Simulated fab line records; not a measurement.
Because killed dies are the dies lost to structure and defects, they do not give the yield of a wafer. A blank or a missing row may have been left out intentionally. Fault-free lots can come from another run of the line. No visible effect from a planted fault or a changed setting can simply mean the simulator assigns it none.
Code-filled problem report in 8D (eight disciplines) form    flow n5 finfet    the parts of the form that need people (team, actions taken, sign-off) are left out

1. WHAT WENT WRONG
Wafers without a fault read 399.99 C, standard deviation 0.2; susceptor temp C at N5_MOL_CONTACT_COAG_ALD_20 reads a mean of 374.67 C on 6 wafers belonging to 2 lots. That is -99 or more standard deviations from the usual mean.
The step: deposits TiN, target thk 1.5 nm, pulse time 1 s, purge time 3 s.
Seen first at day 10 11:40 on ald metal-04, wafer L295.1. The record has a number at this step for 33 wafers belonging to 11 lots. Rule for "out", or "out of limits": more than 4 standard deviations from the usual mean. The rest of the wafers with a number are treated as sound.

2. WHAT IT IS, AND WHAT IT ISN'T
question                     is                      is not
which readings at this step  susceptor temp C        precursor pulse height rel
which lots                   L295, L296              L275, L276, L277, L278, L282, L283, L284, L286, L289
which wafers of those lots   all that have a number  -
read on which tools          ald metal-04            ald metal-02, ald metal-03
when                         from day 10 11:40       up to then (27 sound wafers)

3. THE SUSPECTS, EACH WITH WHAT RULES IT OUT
Counting: a tool at any process step up to the reading remains a suspect when it ran all the lots that are out and ran no sound lot after the first of those.
- ald metal-04 at N5_MOL_CONTACT_COAG_ALD_20 (deposits TiN, target thk 1.5 nm, pulse time 1 s, purge time 3 s): kept. All lots that are out passed through it, beginning with L295 at day 10 11:40, and no sound lot followed; its final sound lot before that point was L283 at day 7 08:36. Its own susceptor temp C readings are out on those wafers.
Left after counting: ald metal-04 at N5_MOL_CONTACT_COAG_ALD_20.

4. THE CAUSE (what the simulator had put in)
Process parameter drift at N5_MOL_CONTACT_COAG_ALD_20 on ald metal-04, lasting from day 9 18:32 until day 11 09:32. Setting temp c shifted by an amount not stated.
This tool alone remained once counting was done.

5. THE EFFECT CHAIN, in route order
Rows list readings where the struck wafers' mean (over those with a number) sits beyond 3 standard deviations from the usual. Only readings whose record carries a usual standard deviation are examined. hours: median over the lots of the time between each lot's start at the first step of this table that gives one and its start at this step. sigmas: the change, counted in usual standard deviations.
hours  step                        reading           usual     on struck wafers  change  sigmas
0      N5_MOL_CONTACT_COAG_ALD_20  susceptor temp C  399.99 C  374.67            -25.32  -99 or more
Here are the process steps it includes:
- N5_MOL_CONTACT_COAG_ALD_20: deposits TiN, target thk 1.5 nm, pulse time 1 s, purge time 3 s.

6. HOW IT WOULD HAVE BEEN CAUGHT EARLIER
In this record the first reading out of limits was taken at day 10 11:40, 17 hours after the fault began at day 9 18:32.
